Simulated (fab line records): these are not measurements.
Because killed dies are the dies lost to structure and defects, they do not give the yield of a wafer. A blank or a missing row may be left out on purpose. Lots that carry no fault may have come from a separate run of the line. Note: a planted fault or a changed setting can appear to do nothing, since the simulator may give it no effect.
Chamber matching	flow n5Finfet	4 sister chambers for N5_SD_EPI_N_ETCH_35 on rieDiel-02
The step etches SOC in N2/H2, overetch 108 nm, time 486 s. 22 wafers are shown with their chamber, then 11 later ones without.

== EACH WAFER AND ITS CHAMBER ==
wafer	chamber	drypumpMotorCurrentA (A)	throttleValvePct (%)	showerheadPlenumPTorr (Torr)
L075.4	0	5.1	24.0	2.51
L075.5	2	6.2	23.8	2.48
L075.6	1	5.5	23.3	2.49
L076.2	0	5.0	24.0	2.51
L076.3	3	5.9	24.2	2.54
L076.4	1	5.5	23.3	2.49
L078.1	2	6.3	23.8	2.48
L078.4	0	5.0	24.0	2.51
L078.6	2	6.2	23.8	2.48
L079.1	3	6.0	24.2	2.53
L079.3	2	6.3	23.8	2.48
L079.6	2	6.2	23.8	2.48
L080.3	2	6.2	23.8	2.48
L080.4	0	5.0	24.0	2.51
L080.5	2	6.2	23.8	2.48
L085.2	2	6.2	23.8	2.47
L085.5	0	5.1	24.0	2.50
L085.6	1	5.5	23.0	2.48
L088.1	1	5.5	23.1	2.48
L088.3	3	6.0	24.2	2.52
L088.4	1	5.5	23.0	2.48
L089.1	1	5.5	23.1	2.48

SIGNATURES (means of the wafers above)
reading	chamber 0	chamber 1	chamber 2	chamber 3	scatter within a chamber
drypumpMotorCurrentA	5.040	5.500	6.225	5.967	0.0432
throttleValvePct	24.000	23.133	23.800	24.200	0.072
showerheadPlenumPTorr	2.5080	2.4833	2.4787	2.5300	0.00527
Rule: for each reading, subtract the chamber's mean from the wafer's reading, divide by that reading's scatter and square the result; add these up over the readings and take the root, which gives the wafer's distance from the chamber. The wafer belongs to the nearest chamber; if the next one is less than 2 further off, it can't be placed. The scatter: take each reading less its chamber's mean, square it, sum over the shown wafers, divide by the number of wafers less the number of chambers, and take the root.

== WAFERS WITH NO CHAMBER GIVEN ==
wafer	drypumpMotorCurrentA (A)	throttleValvePct (%)	showerheadPlenumPTorr (Torr)
L089.4	5.9	24.2	2.52
L089.5	5.5	23.1	2.48
L091.2	6.2	23.8	2.47
L091.3	6.0	24.2	2.52
L091.6	5.1	24.1	2.50
L092.1	5.0	24.1	2.50
L092.2	5.5	23.1	2.48
L092.3	6.0	24.2	2.52
L093.3	5.1	24.1	2.50
L093.4	5.5	23.1	2.47
L093.6	5.5	23.1	2.47

== CHAMBER TAKEN BY EACH ==
wafer	from the rows above	in truth
L089.4	3	3
L089.5	1	1
L091.2	2	2
L091.3	3	3
L091.6	0	0
L092.1	0	0
L092.2	1	1
L092.3	3	3
L093.3	0	0
L093.4	1	1
L093.6	1	1
11 of 11 placed correctly. Not placeable from these rows: 0. Number placed wrongly: 0.
